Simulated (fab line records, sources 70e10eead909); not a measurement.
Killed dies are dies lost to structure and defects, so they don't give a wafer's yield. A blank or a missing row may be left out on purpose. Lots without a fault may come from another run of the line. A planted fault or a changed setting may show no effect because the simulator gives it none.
fab line records | flow nand_harc
record lots=12 wafers=36 last_day=33
route steps=1302 shown A_CONTACT@1012 END@1302
lots that met no fault: from a run of the same line without faults
start_h: hours from the record's first day to the start of the lot's first wafer shown | wait_h: hours since the lot's step before | " the same as in the row above | L1.1+2: a row that stands for several wafers | - no value, or no start given | * or withheld: withheld | < > ~ a bound
route shown NAME@n: a module of which the file shows steps, and the number in the route of the first | usual: mean/standard deviation of fault-free wafers | same: alike in all rows | chamber/n: place in a boat | sites: the reading at each site | _std_site: their standard deviation | _edge_site: outer sites' mean less inner sites' | radius_mm: how far each site lies from the wafer's centre | mask NAME#n: copy n | behind: the tool/chamber that last shaped the wafer | hold: why the lot was held/for how many hours/how that ended | device: the transistor (n, p or np) that didn't switch | end of line: the same wafers' tests at the end of the route | a step without rows: its recipe alone | killed: dies lost to structure and defects at the first sort, not the wafer's yield | map: a wafer's dies, x killed, . not, _ none there
set.NAME: the setting as run; set.NAME@STEP: as run at that earlier step | model.NAME: the simulator's own value behind a step, which no gauge read
steps of the route over a sample of lots; a table a step, a row a wafer
services: from which hour (start_h, from the record's first day; less than 0 if before it) a tool's chamber was out of use, for how many hours, and why
## steps
# step NHARC_A_CONTACT_ETCH_118
# recipe source_w=withheld pressure_mtorr=20 bias_v=3000 time_s=190 target_depth_a=18500 ar_flow_sccm=withheld c4f8_flow_sccm=withheld o2_flow_sccm=withheld chemistry=C4F8/O2/Ar
# usual chamber_pressure_mTorr=19.999/0.017 oes_air_line_au=1.003/0.021
# columns lot.wafer tool chamber start_h wait_h chamber_pressure_mTorr oes_air_line_au rf_hours_counter_h
L729.1 har_cap_etch-02 0 491.19 0.1 20.026 1.030 82
L729.2 " 1 " " 20.027 1.022 82
L729.5 " 0 " " 20.011 1.003 -
L735.2 har_cap_etch-01 1 533.24 0.1 19.991 1.013 5
L735.1 " 0 " " 19.996 0.998 5
L735.3 " 1 " " 20.009 1.009 -
L736.2 har_cap_etch-02 1 556.98 0.1 20.010 0.978 96
L736.3 " 0 " " 19.998 1.020 -
L736.4 " 1 " " 19.992 1.005 -
L737.1 har_cap_etch-01 1 575.88 0.1 19.994 1.023 11
L737.2 " 0 " " 20.013 0.990 11
L737.5 " 1 " " 20.020 0.984 -
L739.4 har_cap_etch-01 0 601.19 0.1 20.014 1.014 -
L739.6 " 1 " " 19.982 1.035 -
L739.5 " 0 " " 19.989 0.986 -
L740.2 har_cap_etch-02 0 611.87 0.1 19.982 0.997 105
L740.5 " 0 " " 19.982 0.985 -
L740.6 " 1 " " 19.989 1.003 -
L742.1 har_cap_etch-01 1 612.24 0.2 19.975 0.992 19
L742.4 " 0 " " 20.005 0.971 -
L742.6 " 0 " " 19.986 0.999 -
L741.4 har_cap_etch-02 0 621.93 0.1 20.014 1.003 -
L741.3 " 1 " " 19.989 0.996 -
L741.5 " 0 " " 19.994 0.992 -
L744.2 har_cap_etch-01 1 638.67 0.1 19.971 0.970 24
L744.6 " 0 " " 19.997 1.016 -
L744.5 " 1 " " 19.975 0.973 -
L750.2 har_cap_etch-02 1 695.78 0.1 20.026 1.074 122
L750.1 " 0 " " 19.993 0.989 122
L750.4 " 0 " " 19.997 1.019 -
L749.3 har_cap_etch-03 0 696.96 0.1 19.976 1.021 -
L749.4 " 1 " " 19.973 0.947 -
L749.6 " 0 " " 19.979 1.043 -
L751.2 har_cap_etch-01 0 712.85 0.1 19.988 1.013 40
L751.3 " 0 " " 19.997 0.970 -
L751.6 " 0 " " 20.011 0.995 -
# step NHARC_A_CONTACT_ETCH_121
# recipe source_w=withheld pressure_mtorr=20 bias_v=3000 time_s=190 target_depth_a=18500 ar_flow_sccm=withheld c4f8_flow_sccm=withheld o2_flow_sccm=withheld chemistry=C4F8/O2/Ar
# usual chamber_pressure_mTorr=20.000/0.019 oes_air_line_au=0.999/0.019
# columns lot.wafer tool chamber start_h wait_h chamber_pressure_mTorr oes_air_line_au rf_hours_counter_h
L729.1 har_cap_etch-02 0 491.70 0.1 20.001 0.993 82
L729.2 " 1 " " 20.024 0.988 82
L729.5 " 0 " " 20.010 0.996 -
L735.2 har_cap_etch-01 1 533.75 0.1 20.006 1.000 5
L735.1 " 0 " " 20.004 0.988 5
L735.3 " 1 " " 19.991 1.003 -
L736.2 har_cap_etch-02 1 557.49 0.1 20.024 0.995 97
L736.3 " 0 " " 20.038 1.042 -
L736.4 " 1 " " 20.028 1.024 -
L737.1 har_cap_etch-01 1 576.40 0.1 20.005 1.023 12
L737.2 " 0 " " 19.999 1.035 12
L737.5 " 1 " " 19.983 0.986 -
L739.4 har_cap_etch-01 0 601.71 0.1 19.964 0.962 -
L739.6 " 1 " " 19.982 0.975 -
L739.5 " 0 " " 19.992 1.019 -
L740.2 har_cap_etch-02 0 612.38 0.1 20.044 1.006 105
L740.5 " 0 " " 19.984 0.989 -
L740.6 " 1 " " 20.020 1.016 -
L742.1 har_cap_etch-01 1 612.93 0.2 19.987 0.966 19
L742.4 " 0 " " 20.002 1.024 -
L742.6 " 0 " " 20.023 1.007 -
L741.4 har_cap_etch-02 0 622.44 0.1 19.991 0.975 -
L741.3 " 1 " " 19.992 1.016 -
L741.5 " 0 " " 19.984 0.960 -
L744.2 har_cap_etch-01 1 639.19 0.1 20.022 1.010 25
L744.6 " 0 " " 19.991 1.039 -
L744.5 " 1 " " 20.013 1.038 -
L750.2 har_cap_etch-02 1 696.29 0.1 20.014 1.018 122
L750.1 " 0 " " 19.993 0.987 122
L750.4 " 0 " " 19.980 1.019 -
L749.3 har_cap_etch-03 0 697.48 0.1 19.990 0.975 -
L749.4 " 1 " " 19.995 0.975 -
L749.6 " 0 " " 20.008 0.996 -
L751.2 har_cap_etch-01 0 713.35 0.1 19.994 0.972 40
L751.3 " 0 " " 19.981 0.990 -
L751.6 " 0 " " 20.001 0.975 -
# step NHARC_A_CONTACT_ETCH_96
# recipe target_depth_a=200 over_etch_frac=0.5 time_s=10 ion_energy_ev=250 c4f6_flow_sccm=25 o2_flow_sccm=20 ar_flow_sccm=500 rf_w=600 bias_w=500 chemistry=C4F6/O2
# usual bias_w=500.0/1.7 c4f6_flow_sccm=25.00/0.075 drypump_motor_current_A=5.9/0.35 oes_product_au=0.967/0.028 rf_fwd_power_W=585.5/2 rf_vpp_V=547.0/2.3 showerhead_plenum_p_Torr=3.93/0.1 throttle_valve_pct=26.904/0.0086
# columns lot.wafer tool chamber start_h wait_h bias_w c4f6_flow_sccm drypump_motor_current_A oes_product_au rf_fwd_power_W rf_hours_counter_h rf_vpp_V showerhead_plenum_p_Torr throttle_valve_pct
L729.1 rie_diel-11 2 493.15 - 496.9 25.07 5.4 0.947 587.6 6 548.2 4.00 26.914
L729.2 " 1 " " 501.2 24.99 6.0 0.947 583.4 6 547.2 3.99 26.878
L729.5 " 2 " " 500.1 25.09 5.4 0.947 590.5 - 548.0 4.00 26.898
L735.2 rie_diel-11 0 535.20 - 498.5 25.08 5.8 0.940 583.4 15 546.1 3.85 26.898
L735.1 " 2 " " 500.3 24.93 5.4 0.947 582.7 11 547.9 4.00 26.912
L735.3 " 3 " " 501.3 24.96 6.3 0.952 585.6 15 551.4 4.10 26.905
L736.2 rie_diel-11 1 558.92 - 498.7 24.93 6.0 0.972 585.4 18 547.8 3.98 26.902
L736.3 " 2 " " 502.9 25.02 5.4 0.965 583.4 14 547.3 4.00 26.902
L736.4 " 3 " " 497.8 25.05 6.2 0.981 586.8 18 550.2 4.10 26.905
L737.1 rie_diel-11 0 577.85 - 500.7 25.10 5.8 0.931 583.5 22 545.0 3.84 26.906
L737.2 " 3 " " 502.7 25.02 6.2 0.963 583.3 21 549.0 4.09 26.903
L737.5 " 0 " " 500.4 25.02 5.8 0.938 586.2 - 545.9 3.84 26.910
L739.4 rie_diel-11 1 603.08 - 499.1 24.92 6.0 1.001 585.5 28 547.7 3.97 26.907
L739.6 " 0 " " 498.6 25.01 5.8 0.985 584.0 - 546.8 3.84 26.910
L739.5 " 1 " " 499.5 25.00 6.0 1.002 586.5 - 548.2 3.97 26.886
L740.2 rie_diel-09 0 613.84 - 499.9 25.13 6.0 1.012 583.5 43 544.0 3.84 26.901
L740.6 " 0 " " 500.8 25.15 6.1 1.021 586.1 - 546.2 3.84 26.898
L740.5 " 1 " " 497.9 24.96 6.3 0.996 585.8 - 543.2 3.80 26.906
L742.1 rie_diel-10 0 614.66 - - - - - - - - - -
L742.4 " 2 " " - - - - - - - - -
L742.6 " 1 " " - - - - - - - - -
L741.4 rie_diel-11 2 623.84 - - - - - - - - - -
L741.3 " 0 " " - - - - - - - - -
L741.5 " 1 " " - - - - - - - - -
L744.2 rie_diel-11 3 640.64 - - - - - - - - - -
L744.5 " 1 " " - - - - - - - - -
L744.6 " 2 " " - - - - - - - - -
L750.2 rie_diel-11 1 697.74 - 503.1 25.01 6.0 1.000 586.8 14 547.7 3.97 26.900
L750.1 " 3 " " 499.6 24.99 6.2 1.014 585.2 14 549.5 4.08 26.902
L750.4 " 0 " " 498.9 24.95 5.8 0.997 585.7 14 545.1 3.83 26.892
L749.3 rie_diel-09 1 698.91 0.1 497.8 25.10 6.3 0.953 587.7 6 544.8 3.79 26.904
L749.4 " 1 " " 498.7 25.10 6.2 0.945 586.6 - 543.8 3.79 26.906
L749.6 " 0 " " 500.1 24.87 6.0 0.971 584.2 - 544.8 3.82 26.909
L751.2 rie_diel-11 2 714.78 - 502.0 25.11 5.4 0.929 586.3 22 550.7 3.98 26.903
L751.3 " 3 " " 501.1 24.91 6.2 0.939 583.4 20 550.7 4.08 26.895
L751.6 " 1 " " 500.1 25.01 6.0 0.938 588.3 - 547.8 3.96 26.906
# step NHARC_A_CONTACT_CD_MEAS_53
# usual cd_nm=289.7/0.73
# columns lot.wafer tool chamber start_h wait_h cd_nm
L729.1 cd_sem-03 - 493.23 - 289.5
L729.2 " - " " 290.4
L729.5 " - " " 289.2
L735.1 cd_sem-02 - 535.30 - 289.4
L735.2 " - " " 289.1
L735.3 " - " " 290.8
L736.2 cd_sem-01 - 559.00 - 289.0
L736.3 " - " " 290.6
L736.4 " - " " 291.3
L737.1 cd_sem-03 - 577.93 - 291.0
L737.2 " - " " 289.6
L737.5 " - " " 288.8
L739.4 cd_sem-03 - 603.16 - 287.9
L739.5 " - " " 289.5
L739.6 " - " " 288.1
L740.2 cd_sem-01 - 613.93 - 289.7
L740.5 " - " " 289.5
L740.6 " - " " 289.3
L742.1 cd_sem-03 - 614.76 - 289.5
L742.4 " - " " 289.9
L742.6 " - " " 289.8
L741.3 cd_sem-01 - 623.93 - 288.6
L741.4 " - " " 289.1
L741.5 " - " " 289.2
L744.2 cd_sem-02 - 640.71 - 289.7
L744.5 " - " " 289.2
L744.6 " - " " 290.2
L750.1 cd_sem-01 - 697.82 - 290.1
L750.2 " - " " 289.4
L750.4 " - " " 288.4
L749.3 cd_sem-03 - 699.00 - 289.6
L749.4 " - " " 290.5
L749.6 " - " " 289.9
L751.2 cd_sem-02 - 714.86 - 290.3
L751.3 " - " " 290.1
L751.6 " - " " 289.3
# step NHARC_END_SORT_01
# recipe temp_c=25
# usual killed_at_array=61/26 killed_at_other=0.8/1.1 killed_at_periphery=4.0/2.6 killed_dies=66/26 killed_open=3.1/1.7 killed_short=2.5/1.5
# same gross_dies=677
# columns lot.wafer tool chamber start_h wait_h killed_at_array killed_at_other killed_at_periphery killed_dies killed_open killed_short
L742.1 prober-01 0 689.93 2.4 672 0 5 677 3 4
L742.4 prober-01 0 692.35 3.4 672 2 3 677 4 4
L742.6 prober-01 0 693.97 4.0 675 0 2 677 5 1
L740.2 prober-02 0 690.82 2.8 68 3 3 74 2 5
L744.2 prober-01 0 711.43 2.8 672 0 5 677 3 3
L744.5 prober-01 0 713.85 3.7 673 0 4 677 5 2
L744.6 prober-01 0 714.66 4.0 673 0 4 677 6 0
L741.3 prober-02 0 719.99 3.1 675 1 1 677 2 5
L741.4 prober-02 0 720.79 3.4 677 0 0 677 3 3
L741.5 prober-02 0 721.58 3.7 674 1 2 677 4 3
# killed by level:class
L742.1 A_CONTACT:area_etch=633 A_CHANNEL_HOLE_D1:chamber_film_flake=30 A_ONON_D1:geometric_particle:short=2 P_CONTACT:geometric_particle:short=1 P_CONTACT:geometric_particle:open=1 A_CHANNEL_FILL_D1:geometric_particle:open=1 A_ONON_D2:geometric_particle:short=1 A_M1:geometric_particle:open=1
L740.2 A_SLIT:chamber_film_flake=27 A_CHANNEL_HOLE_D2:chamber_film_flake=15 A_CONTACT:chamber_film_flake=9 A_CHANNEL_HOLE_D1:chamber_film_flake=8 THIN_TSV:chamber_film_flake=3 A_CHANNEL_FILL_D2:geometric_particle:short=2 P_GATE:chamber_film_flake=2 A_WL_FILL:chamber_film_flake=2
L742.4 A_CONTACT:area_etch=634 A_CHANNEL_HOLE_D1:chamber_film_flake=24 A_STAIRCASE:chamber_film_flake=3 A_CONTACT:chamber_film_flake=2 THIN_TSV:chamber_film_flake=2 P_M0:geometric_particle:short=1 P_M1:geometric_particle:short=1 A_CHANNEL_FILL_D1:geometric_particle:open=1
L742.6 A_CONTACT:area_etch=634 A_CHANNEL_HOLE_D1:chamber_film_flake=24 A_CONTACT:chamber_film_flake=4 A_CHANNEL_FILL_D1:geometric_particle:open=2 A_CHANNEL_HOLE_D2:chamber_film_flake=2 A_STAIRCASE:chamber_film_flake=2 A_SLIT:chamber_film_flake=2 P_M0:geometric_particle:open=1
L744.2 A_CONTACT:area_etch=646 A_CHANNEL_HOLE_D1:chamber_film_flake=7 A_CONTACT:chamber_film_flake=5 A_SLIT:chamber_film_flake=4 P_M0:chamber_film_flake=3 A_STAIRCASE:chamber_film_flake=3 P_M0:geometric_particle:open=2 A_ONON_D1:geometric_particle:short=1
L744.5 A_CONTACT:area_etch=650 A_CHANNEL_HOLE_D1:chamber_film_flake=11 A_SLIT:chamber_film_flake=4 A_STAIRCASE:chamber_film_flake=2 P_M0:geometric_particle:open=1 P_M1:geometric_particle:short=1 A_CHANNEL_FILL_D1:geometric_particle:open=1 A_DECK1_JOINT:geometric_particle:open=1
L744.6 A_CONTACT:area_etch=634 A_CHANNEL_HOLE_D1:chamber_film_flake=15 A_SLIT:chamber_film_flake=7 A_CONTACT:chamber_film_flake=6 A_STAIRCASE:chamber_film_flake=4 P_M0:chamber_film_flake=2 P_M1:geometric_particle:open=1 A_SOURCE_PLATE:geometric_particle:open=1
L741.3 A_CONTACT:area_etch=612 A_SLIT:chamber_film_flake=23 A_CHANNEL_HOLE_D2:chamber_film_flake=13 A_CONTACT:chamber_film_flake=8 A_CHANNEL_HOLE_D1:chamber_film_flake=6 A_STAIRCASE:chamber_film_flake=6 A_SOURCE_PLATE:geometric_particle:short=1 A_CHANNEL_HOLE_D1:geometric_particle:short=1
L741.4 A_CONTACT:area_etch=608 A_SLIT:chamber_film_flake=32 A_CHANNEL_HOLE_D2:chamber_film_flake=14 A_CHANNEL_HOLE_D1:chamber_film_flake=6 A_CONTACT:chamber_film_flake=5 A_CHANNEL_FILL_D1:geometric_particle:short=2 A_CHANNEL_FILL_D2:chamber_film_flake=2 A_STAIRCASE:chamber_film_flake=2
L741.5 A_CONTACT:area_etch=616 A_SLIT:chamber_film_flake=26 A_CHANNEL_HOLE_D2:chamber_film_flake=9 A_CONTACT:chamber_film_flake=5 A_CHANNEL_HOLE_D1:chamber_film_flake=5 A_STAIRCASE:chamber_film_flake=5 P_GATE:geometric_particle:short=1 A_ONON_D1:geometric_particle:open=1
## services
# columns tool chamber start_h hours kind
rie_diel-11 2 496.57 14.7 repair
har_cap_etch-01 - 497.00 17.0 pm
har_cap_etch-01 0 497.00 17.0 vent_cycle
har_cap_etch-01 1 497.00 17.0 vent_cycle
rie_diel-09 - 498.74 9.0 pm
har_cap_etch-01 0 514.00 - clean
har_cap_etch-01 1 514.00 - clean
har_cap_etch-02 - 549.52 0.3 repair
rie_diel-10 0 550.22 6.0 repair
rie_diel-10 - 557.67 0.4 repair
rie_diel-09 0 562.55 2.1 repair
rie_diel-11 3 588.91 4.8 repair
har_cap_etch-02 - 591.24 2.4 repair
rie_diel-10 - 597.58 9.0 pm
rie_diel-11 - 610.20 9.0 pm
rie_diel-09 2 621.33 18.6 repair
rie_diel-11 3 624.81 5.4 repair
rie_diel-09 2 667.18 14.5 repair
rie_diel-10 0 667.40 3.6 repair
rie_diel-09 - 675.97 9.0 pm
rie_diel-11 3 677.12 8.5 repair
rie_diel-10 0 687.19 22.5 repair
rie_diel-09 2 690.94 9.2 repair
rie_diel-09 1 706.54 6.6 repair
## key
first_sign step=NHARC_A_CONTACT_ETCH_96 reading=tool_record direction=missing
effect step=NHARC_END_SORT_01 reading=killed_at_array direction=up sigmas=24 usual=61 struck=674
more_kills_born_at NHARC_A_CONTACT_ETCH_96@rie_diel-11=3766 NHARC_A_CONTACT_ETCH_96@rie_diel-10=1901
met_at NHARC_A_CONTACT_ETCH_96
struck_lots L741,L742,L744
later_rows_left_out L741.3,L741.4,L741.5,L742.1,L742.4,L742.6,L744.2,L744.5,L744.6
tester_left_out L741,L742,L744
not_acting_at NHARC_A_CONTACT_ETCH_118,NHARC_A_CONTACT_ETCH_121,NHARC_A_CONTACT_CD_MEAS_53
onset_between 603.08 614.66
fault kind=skipped_step_whole tool=rie_diel-10,rie_diel-11 chamber=- onset_h=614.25 steps=NHARC_A_CONTACT_ETCH_96 scope=struck_lots_only
# tester_left_out: of these lots the tester's yield and bins aren't shown, on N5 and GAA mostly nor the transistor test; their killed dies are dies lost to structure and defects alone, not to doping, threshold or leakage, so they don't give the yield
# later_rows_left_out: the simulator's readings of these wafers behind a module that went badly wrong aren't trusted and aren't shown, but for the sort
